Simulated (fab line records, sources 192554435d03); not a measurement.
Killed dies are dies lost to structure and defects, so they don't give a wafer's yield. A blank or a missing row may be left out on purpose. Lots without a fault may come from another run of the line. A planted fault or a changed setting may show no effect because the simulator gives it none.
Split-lot experiment | flow n5_finfet | 7 lots, 39 wafers read, on a route of 1938 steps

THE SPLIT
At N5_FIN_SAQP_HM_DEP_72 (deposits SiO2 from SiH4/N2O, target thk 12 nm, time 7.2 s), the setting target_thk_a was moved away from the recipe's 120 angstrom on 12 of the 39 wafers read, by -12.5% to +10.7%. The other wafers ran this setting at the recipe's value.

FROM THE SPLIT TO THE READING: what the file shows between them, 4 steps
- N5_FIN_SAQP_COAT_49: time 60 s, resist thk 100 nm
- N5_FIN_SAQP_COAT_50: time 60 s, resist thk 35 nm
- N5_FIN_SAQP_ETCH_52: etches SOC in N2/H2, target depth 100 nm, overetch 20 nm, time 150 s
- N5_FIN_SAQP_STRIP_53: strips in N2/H2

THE READING
etch.depth_nm (the simulator's own value, which no gauge read), in nm, at N5_FIN_SAQP_HM_OPEN_73 (chemistry CHF3/O2, target SiO2, stops on a-Si, target depth 12 nm, time 16.8 s). The file gives no usual value for it. The 27 wafers here that ran the recipe average 11.93 nm, standard deviation 0.24 nm.

wafer  | tool, chamber at the split | target_thk_a as run, angstrom | against the recipe | etch.depth_nm, nm | against lot-mates on the recipe
L075.1 | pecvd-01, 2                | 120                           | recipe             | 11.86             | -
L075.2 | pecvd-01, 1                | 120                           | recipe             | 12.34             | -
L075.3 | pecvd-01, 0                | 120                           | recipe             | 12.04             | -
L076.1 | pecvd-04, 0                | 114.6                         | -4.5%              | 11.52             | -0.67
L076.2 | pecvd-04, 1                | 120                           | recipe             | 12.06             | -
L076.3 | pecvd-04, 1                | 114.6                         | -4.5%              | 11.75             | -0.44
L076.4 | pecvd-04, 0                | 120                           | recipe             | 12.34             | -
L076.5 | pecvd-04, 1                | 114.6                         | -4.5%              | 11.62             | -0.57
L076.6 | pecvd-04, 0                | 120                           | recipe             | 12.17             | -
L079.1 | pecvd-01, 0                | 105                           | -12.5%             | 10.37             | -1.53
L079.2 | pecvd-01, 1                | 105                           | -12.5%             | 10.52             | -1.38
L079.3 | pecvd-01, 2                | 120                           | recipe             | 11.62             | -
L079.4 | pecvd-01, 0                | 120                           | recipe             | 12.23             | -
L079.5 | pecvd-01, 1                | 105                           | -12.5%             | 10.7              | -1.20
L079.6 | pecvd-01, 2                | 120                           | recipe             | 11.85             | -
L085.1 | pecvd-01, 2                | 120                           | recipe             | 11.72             | -
L085.2 | pecvd-01, 1                | 120                           | recipe             | 12.07             | -
L085.3 | pecvd-01, 0                | 125.4                         | +4.5%              | 12.48             | +0.61
L085.4 | pecvd-01, 0                | 125.4                         | +4.5%              | 12.58             | +0.71
L085.5 | pecvd-01, 1                | 125.4                         | +4.5%              | 12.98             | +1.11
L085.6 | pecvd-01, 2                | 120                           | recipe             | 11.82             | -
L088.1 | pecvd-03, 2                | 120                           | recipe             | 11.74             | -
L088.2 | pecvd-03, 1                | 120                           | recipe             | 11.51             | -
L088.3 | pecvd-03, 1                | 120                           | recipe             | 11.71             | -
L088.4 | pecvd-03, 2                | 120                           | recipe             | 11.86             | -
L088.5 | pecvd-03, 2                | 120                           | recipe             | 11.83             | -
L088.6 | pecvd-03, 1                | 120                           | recipe             | 11.58             | -
L091.1 | pecvd-01, 0                | 120                           | recipe             | 12.11             | -
L091.2 | pecvd-01, 1                | 132.8                         | +10.7%             | 13.51             | +1.46
L091.3 | pecvd-01, 2                | 120                           | recipe             | 11.77             | -
L091.4 | pecvd-01, 2                | 132.8                         | +10.7%             | 13.04             | +0.99
L091.5 | pecvd-01, 0                | 120                           | recipe             | 12.28             | -
L091.6 | pecvd-01, 1                | 132.8                         | +10.7%             | 13.71             | +1.66
L092.1 | pecvd-03, 0                | 120                           | recipe             | 11.91             | -
L092.2 | pecvd-03, 1                | 120                           | recipe             | 11.5              | -
L092.3 | pecvd-03, 1                | 120                           | recipe             | 11.97             | -
L092.4 | pecvd-03, 0                | 120                           | recipe             | 12.14             | -
L092.5 | pecvd-03, 1                | 120                           | recipe             | 11.76             | -
L092.6 | pecvd-03, 0                | 120                           | recipe             | 12.19             | -

THE FIT
A straight line over all 39 wafers: etch.depth_nm changes by +0.123 nm for each +1% of target_thk_a; r = +0.92; the points scatter about the line by 0.25 nm.
The same after taking each lot's own level away (the mean of its wafers on the recipe; 39 wafers): +0.122 nm for each +1%; r = +0.95; scatter 0.21 nm.
On that fit, the largest move of target_thk_a shifts the reading by 1.5 nm.
The lots' own levels span 11.705 to 12.190 nm, that is 2.0 times the standard deviation above.
So the lot-to-lot level changes the slope little: the two slopes agree.
Check: with one of the wafers moved furthest among these (-12.5%) left out of the fit, the line predicts -1.48 nm for it against its lot-mates. It came out at -1.53 nm against them.

THE WHOLE CHAIN: every reading that the file lists as answering this split, in the file's order
step                   | what it does                                                                   | reading                                                                            | change (the file's fit)               | r (the file's)
N5_FIN_SAQP_HM_DEP_72  | deposits SiO2 from SiH4/N2O, target thk 12 nm, time 7.2 s                      | SiO2_of_FIN_SAQP_HM_DEP_72.thk_nm (the simulator's own value, which no gauge read) | +0.122 nm for each +1% of the setting | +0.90
N5_FIN_SAQP_HM_OPEN_73 | chemistry CHF3/O2, target SiO2, stops on a-Si, target depth 12 nm, time 16.8 s | etch.depth_nm (the simulator's own value, which no gauge read)                     | +0.122 nm for each +1% of the setting | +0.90

THE FILE'S OWN FIT
etch.depth_nm changes by +0.122 nm for each +1% of target_thk_a, r = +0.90.
